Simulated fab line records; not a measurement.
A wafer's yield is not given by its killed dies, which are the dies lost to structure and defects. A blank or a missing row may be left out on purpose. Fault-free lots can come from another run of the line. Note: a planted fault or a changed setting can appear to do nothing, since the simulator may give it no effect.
Which of the tools did it? | flow nandHarc | 14 lots with 42 wafers sampled at 6 steps, on a route of 1302 steps

## WHAT THE GAUGES SHOWED, per wafer
NHARC_A_BLC_OVL_MEAS_11.
lot  | measured     | on         | overlayXNm (nm) | overlayYNm (nm)
L986 | day 22 14:44 | overlay-01 | -0.6 -0.6 0.2   | 0.8 0.6 0.7
L987 | day 22 23:07 | overlay-01 | -0.2 -0.6 -0.8  | -1.1 -1.5 -1.1
L988 | day 23 07:22 | overlay-01 | -0.4 -0.5 0.0   | 0.4 -0.2 -0.1
L995 | day 25 18:40 | overlay-01 | 0.8 0.9 0.6     | -0.3 0.0 0.5
L993 | day 25 19:47 | overlay-01 | -1.1 -0.7 0.0   | 1.1 -0.2 0.2
L999 | day 27 18:34 | overlay-02 | -0.1 -1.1 -0.4  | -0.4 -0.7 -0.4
L101 | day 28 09:45 | overlay-01 | -1.4 -1.2 -1.5  | 0.0 -0.6 -0.9
L100 | day 28 14:38 | overlay-02 | 0.9 1.1 1.4     | -0.5 -0.9 -1.3
L103 | day 29 18:55 | overlay-01 | -0.3 -0.5 -0.1  | 0.3 0.6 0.5
L105 | day 30 10:36 | overlay-01 | -0.2 -0.6 -1.1  | -0.3 0.0 -0.6
L104 | day 30 10:59 | overlay-01 | 0.1 -0.2 0.2    | 0.6 0.6 0.9
L107 | day 31 02:45 | overlay-01 | -0.3 -0.3 -0.5  | -0.6 -0.8 -1.1
L108 | day 31 16:02 | overlay-01 | 0.0 -0.3 -0.1   | 0.6 1.0 0.8
L109 | day 32 06:16 | overlay-02 | -2.8 -2.6 -2.1  | 1.1 0.9 1.0

NHARC_A_M0_THK_MEAS_24: measures by xrf.
lot  | measured     | on           | thkNm (nm)
L986 | day 22 21:20 | filmMetro-02 | 114.1 113.7 115.4
L987 | day 23 05:31 | filmMetro-01 | 115.0 114.4 109.6
L988 | day 23 13:41 | filmMetro-02 | 114.1 114.5 112.5
L995 | day 26 01:07 | filmMetro-02 | 29.7 29.0 29.9
L993 | day 26 02:16 | filmMetro-02 | 28.1 29.1 28.1
L999 | day 28 01:32 | filmMetro-02 | 113.1 115.3 112.3
L101 | day 28 16:13 | filmMetro-01 | 113.5 114.0 115.0
L100 | day 28 20:59 | filmMetro-02 | 113.4 113.0 114.1
L103 | day 30 01:24 | filmMetro-01 | 113.8 114.9 111.5
L105 | day 30 17:11 | filmMetro-02 | 115.9 115.9 112.8
L104 | day 30 18:04 | filmMetro-01 | 115.6 116.8 114.7
L107 | day 31 09:18 | filmMetro-02 | 116.0 114.9 112.3
L108 | day 31 22:20 | filmMetro-02 | 113.7 119.5 116.1
L109 | day 32 12:52 | filmMetro-02 | 112.0 114.2 113.3

## TOOL THAT RAN EACH LOT (tool first, then ch and the chambers of the sampled wafers, then the start)
lot  | NHARC_A_CONTACT_ALD_18             | NHARC_A_M0_DEGAS_28         | NHARC_A_M0_ECD_22             | NHARC_A_M0_CMP_23
L986 | aldMetal-03 ch 0,1,3, day 22 12:41 | pvdSputter-01, day 22 19:56 | ecdCu-01 ch 0,1, day 22 20:17 | cmp-03 ch 0,1,3, day 22 21:02
L987 | aldMetal-04 ch 0,3, day 22 21:00   | pvdSputter-02, day 23 04:05 | ecdCu-02 ch 0,1, day 23 04:31 | cmp-01 ch 0,1,3, day 23 05:11
L988 | aldMetal-03 ch 0,1,2, day 23 05:17 | pvdSputter-02, day 23 12:18 | ecdCu-01 ch 0,1, day 23 12:43 | cmp-01 ch 0,1,3, day 23 13:23
L995 | aldMetal-01 ch 2,3, day 25 16:35   | pvdSputter-01, day 25 23:43 | ecdCu-01 ch 0,1, day 26 00:05 | cmp-03 ch 0,2, day 26 00:50
L993 | aldMetal-04 ch 0,1,3, day 25 17:43 | pvdSputter-03, day 26 00:52 | ecdCu-01 ch 0,1, day 26 01:19 | cmp-01 ch 0,3, day 26 01:56
L999 | aldMetal-01 ch 2,3, day 27 16:35   | pvdSputter-03, day 27 23:50 | ecdCu-02 ch 0,1, day 28 00:15 | cmp-03 ch 0,2,3, day 28 01:17
L101 | aldMetal-01 ch 0,1,3, day 28 07:44 | pvdSputter-01, day 28 14:50 | ecdCu-02 ch 0,1, day 28 15:16 | cmp-02 ch 0,1,3, day 28 15:57
L100 | aldMetal-01 ch 1,2,3, day 28 12:40 | pvdSputter-03, day 28 19:36 | ecdCu-01 ch 0,1, day 28 20:03 | cmp-02 ch 0,1, day 28 20:40
L103 | aldMetal-04 ch 1,2,3, day 29 16:48 | pvdSputter-01, day 30 00:00 | ecdCu-01 ch 0,1, day 30 00:22 | cmp-03 ch 1,2,3, day 30 01:05
L105 | aldMetal-03 ch 0,1,3, day 30 08:31 | pvdSputter-01, day 30 15:48 | ecdCu-02 ch 0,1, day 30 16:11 | cmp-02 ch 0,2,3, day 30 16:55
L104 | aldMetal-04 ch 2,3, day 30 08:53   | pvdSputter-02, day 30 16:29 | ecdCu-01 ch 0,1, day 30 17:04 | cmp-01 ch 0,1,2, day 30 17:47
L107 | aldMetal-03 ch 1,2, day 31 00:40   | pvdSputter-03, day 31 07:54 | ecdCu-02 ch 0,1, day 31 08:22 | cmp-03 ch 2,3, day 31 09:01
L108 | aldMetal-04 ch 0,1, day 31 13:57   | pvdSputter-01, day 31 20:56 | ecdCu-02 ch 1, day 31 21:21   | cmp-01 ch 2,3, day 31 22:03
L109 | aldMetal-04 ch 1,2,3, day 32 04:10 | pvdSputter-03, day 32 11:29 | ecdCu-02 ch 0,1, day 32 11:54 | cmp-03 ch 0,2,3, day 32 12:34
- NHARC_A_CONTACT_ALD_18: deposits TiN, target thk 3 nm, pulse time 1 s, ald cycles 150.
- NHARC_A_M0_DEGAS_28: time 60 s.
- NHARC_A_M0_ECD_22: material Cu, target thk 400 nm.
- NHARC_A_M0_CMP_23: polishes, t overpolish 20 s, target thk 113.75 nm.

## AS READ BY THE TOOLS THEMSELVES (means over the sampled wafers that have a number; for cases with no such wafer, the mark the record gives instead)
NHARC_A_CONTACT_ALD_18.
lot  | tool        | heaterPowerW (W) | precursorPulseHeightRel
L986 | aldMetal-03 | 1007             | 0.993
L987 | aldMetal-04 | 964              | 0.997
L988 | aldMetal-03 | 1099             | 0.994
L995 | aldMetal-01 | 1074             | 0.995
L993 | aldMetal-04 | 1015             | 0.992
L999 | aldMetal-01 | 1033             | 0.980
L101 | aldMetal-01 | 1116             | 0.993
L100 | aldMetal-01 | 1098             | 1.006
L103 | aldMetal-04 | 906              | 1.001
L105 | aldMetal-03 | 1049             | 0.994
L104 | aldMetal-04 | 901              | 1.002
L107 | aldMetal-03 | 1046             | 1.001
L108 | aldMetal-04 | 1160             | 1.001
L109 | aldMetal-04 | 911              | 1.014

NHARC_A_M0_DEGAS_28.
lot  | tool          | heaterPowerW (W)
L986 | pvdSputter-01 | 306
L987 | pvdSputter-02 | 329
L988 | pvdSputter-02 | 338
L995 | pvdSputter-01 | 306
L993 | pvdSputter-03 | 313
L999 | pvdSputter-03 | 332
L101 | pvdSputter-01 | 306
L100 | pvdSputter-03 | 327
L103 | pvdSputter-01 | 328
L105 | pvdSputter-01 | 327
L104 | pvdSputter-02 | 321
L107 | pvdSputter-03 | 318
L108 | pvdSputter-01 | 313
L109 | pvdSputter-03 | 340

NHARC_A_M0_ECD_22.
lot  | tool     | bathHeatDutyPct (%) | bathTempC (C)
L986 | ecdCu-01 | 6.1                 | 25.03
L987 | ecdCu-02 | 6.6                 | 25.11
L988 | ecdCu-01 | 6.4                 | 25.01
L995 | ecdCu-01 | -                   | -
L993 | ecdCu-01 | -                   | -
L999 | ecdCu-02 | 7.0                 | 25.11
L101 | ecdCu-02 | 7.1                 | 25.13
L100 | ecdCu-01 | 6.1                 | 25.06
L103 | ecdCu-01 | 6.6                 | 25.05
L105 | ecdCu-02 | 6.4                 | 25.00
L104 | ecdCu-01 | 6.1                 | 25.03
L107 | ecdCu-02 | 6.7                 | 24.87
L108 | ecdCu-02 | 6.8                 | 24.91
L109 | ecdCu-02 | 6.9                 | 24.86

NHARC_A_M0_CMP_23.
lot  | tool   | edgeZonePressureFrac | motorCurrentA (A) | timeToEndpointS (s)
L986 | cmp-03 | 0.999                | 11.0              | 32
L987 | cmp-01 | 1.003                | 12.9              | 27
L988 | cmp-01 | 0.998                | 12.7              | 27
L995 | cmp-03 | 1.001                | 11.6              | 2
L993 | cmp-01 | 1.001                | 12.7              | 2
L999 | cmp-03 | 1.000                | 11.2              | 30
L101 | cmp-02 | 0.997                | 11.6              | 27
L100 | cmp-02 | 1.003                | 13.0              | 28
L103 | cmp-03 | 0.999                | 11.3              | 29
L105 | cmp-02 | 0.993                | 10.9              | 30
L104 | cmp-01 | 0.997                | 13.3              | 32
L107 | cmp-03 | 1.004                | 10.7              | 29
L108 | cmp-01 | 1.002                | 12.6              | 33
L109 | cmp-03 | 0.998                | 11.2              | 30

## THE ANSWER, worked out from the rows above alone
Rule: the usual values come from the lots themselves. The widest of any qualifying gaps counts: lots, ordered by their means at a reading, are off when they make up no more than a third of the lots, leave a main group of 4 or more, and stand apart from it by 3 or more times the standard deviation of that group's means. A main group whose means are all the same, to the digits that the tables above print for the reading, isn't used. Also off: a lot with no number at a reading for which 4 or more lots have one. Any other lot the step has rows for is counted as sound. After the gauges, taken in route order, come the tools' own readings; for these a lot's mean is taken, as printed above. At the first step where some lot is off, the reading lying furthest off is the one used; lots without a number count as furthest.
Off at NHARC_A_M0_THK_MEAS_24 (thkNm): L995, L993. The main group: mean 114.2 nm, standard deviation 1.
If a tool, at a process step before that reading, ran all the lots that are off and no sound lot after the first of them, it fits. Not tried: the gauges at NHARC_A_M0_THK_MEAS_24; whatever is off there is also off at NHARC_A_M0_ECD_22, on other tools, and gauge error can't account for it. No candidate that was tried fits.

## WHAT THE SIMULATOR PUT IN
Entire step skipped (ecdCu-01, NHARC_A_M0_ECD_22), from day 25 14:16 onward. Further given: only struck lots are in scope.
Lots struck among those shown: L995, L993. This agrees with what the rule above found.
